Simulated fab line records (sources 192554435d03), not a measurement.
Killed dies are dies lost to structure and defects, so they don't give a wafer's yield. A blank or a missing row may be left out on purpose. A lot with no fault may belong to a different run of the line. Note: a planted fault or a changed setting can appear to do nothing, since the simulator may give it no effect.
Matching of chambers + flow n5-finfet + N5_DUMMY_GATE_ETCH_32 on rie-si-04 has 4 sister chambers
The step etches SiO2 in CF4, target depth 3.5 nm, time 3.9 s. 20 wafers are shown with their chamber, then 10 later ones without.

== WAFERS, EACH WITH ITS CHAMBER ==
| wafer  | chamber | throttle-valve-pct (%) | drypump-motor-current-A (A) | he-backside-leak-sccm (sccm) |
|--------|---------|------------------------|-----------------------------|------------------------------|
| L077.1 | 2       | 21.73                  | 6.1                         | 2.9                          |
| L077.5 | 1       | 21.43                  | 6.1                         | 2.5                          |
| L077.6 | 0       | 22.22                  | 5.8                         | 3.1                          |
| L081.1 | 3       | 21.88                  | 5.5                         | 2.7                          |
| L081.4 | 2       | 21.73                  | 6.1                         | 2.9                          |
| L081.6 | 1       | 21.42                  | 6.1                         | 2.3                          |
| L082.1 | 0       | 22.23                  | 5.8                         | 2.9                          |
| L082.4 | 3       | 21.89                  | 5.5                         | 2.9                          |
| L082.5 | 1       | 21.42                  | 6.1                         | 2.4                          |
| L085.1 | 0       | 22.22                  | 5.8                         | 3.1                          |
| L085.4 | 1       | 21.43                  | 6.1                         | 2.4                          |
| L085.6 | 3       | 21.88                  | 5.5                         | 2.9                          |
| L087.3 | 0       | 22.21                  | 5.7                         | 3.0                          |
| L087.4 | 3       | 21.88                  | 5.5                         | 2.7                          |
| L087.6 | 1       | 21.43                  | 6.1                         | 2.4                          |
| L090.1 | 0       | 22.23                  | 5.8                         | 3.1                          |
| L090.2 | 1       | 21.43                  | 6.1                         | 2.4                          |
| L090.3 | 3       | 21.89                  | 5.5                         | 2.9                          |
| L092.1 | 1       | 21.43                  | 6.1                         | 2.4                          |
| L092.2 | 3       | 21.90                  | 5.5                         | 2.7                          |

SIGNATURES (means of the wafers above)
| reading                 | chamber 0 | chamber 1 | chamber 2 | chamber 3 | scatter within a chamber |
|-------------------------|-----------|-----------|-----------|-----------|--------------------------|
| throttle-valve-pct      | 22.2220   | 21.4271   | 21.7300   | 21.8867   | 0.00687                  |
| drypump-motor-current-A | 5.780     | 6.100     | 6.100     | 5.500     | 0.0224                   |
| he-backside-leak-sccm   | 3.040     | 2.400     | 2.900     | 2.800     | 0.0837                   |
Rule: distance of a wafer from a chamber = root of the sum over the readings of ((wafer's reading minus chamber's mean) / reading's scatter) squared. If the next closest chamber is less than 2 further off than the closest, the wafer can't be placed; otherwise it belongs to the closest. How the scatter is found: for the shown wafers, subtract from each reading the mean of its chamber, square and add these, divide the total by (wafers less chambers), then take the root.

== WAFERS MISSING THEIR CHAMBER ==
| wafer  | throttle-valve-pct (%) | drypump-motor-current-A (A) | he-backside-leak-sccm (sccm) |
|--------|------------------------|-----------------------------|------------------------------|
| L092.3 | 21.75                  | 6.1                         | 2.9                          |
| L093.3 | 22.25                  | 5.7                         | 3.0                          |
| L093.4 | 21.74                  | 6.0                         | 3.0                          |
| L093.6 | 21.74                  | 6.1                         | 3.0                          |
| L094.1 | 21.88                  | 5.5                         | 2.9                          |
| L094.4 | 21.42                  | 6.1                         | 2.4                          |
| L094.6 | 22.24                  | 5.8                         | 3.2                          |
| L095.2 | 21.74                  | 6.1                         | 3.0                          |
| L095.3 | 21.41                  | 6.1                         | 2.5                          |
| L095.6 | 22.23                  | 5.8                         | 3.0                          |

== THE CHAMBER EACH PASSED THROUGH ==
| wafer  | from the rows above | in truth |
|--------|---------------------|----------|
| L092.3 | 2                   | 2        |
| L093.3 | 0                   | 0        |
| L093.4 | 2                   | 2        |
| L093.6 | 2                   | 2        |
| L094.1 | 3                   | 3        |
| L094.4 | 1                   | 1        |
| L094.6 | 0                   | 0        |
| L095.2 | 2                   | 2        |
| L095.3 | 1                   | 1        |
| L095.6 | 0                   | 0        |
Placed correctly: 10 of 10. From these rows, 0 cannot be placed. 0 placed wrongly.
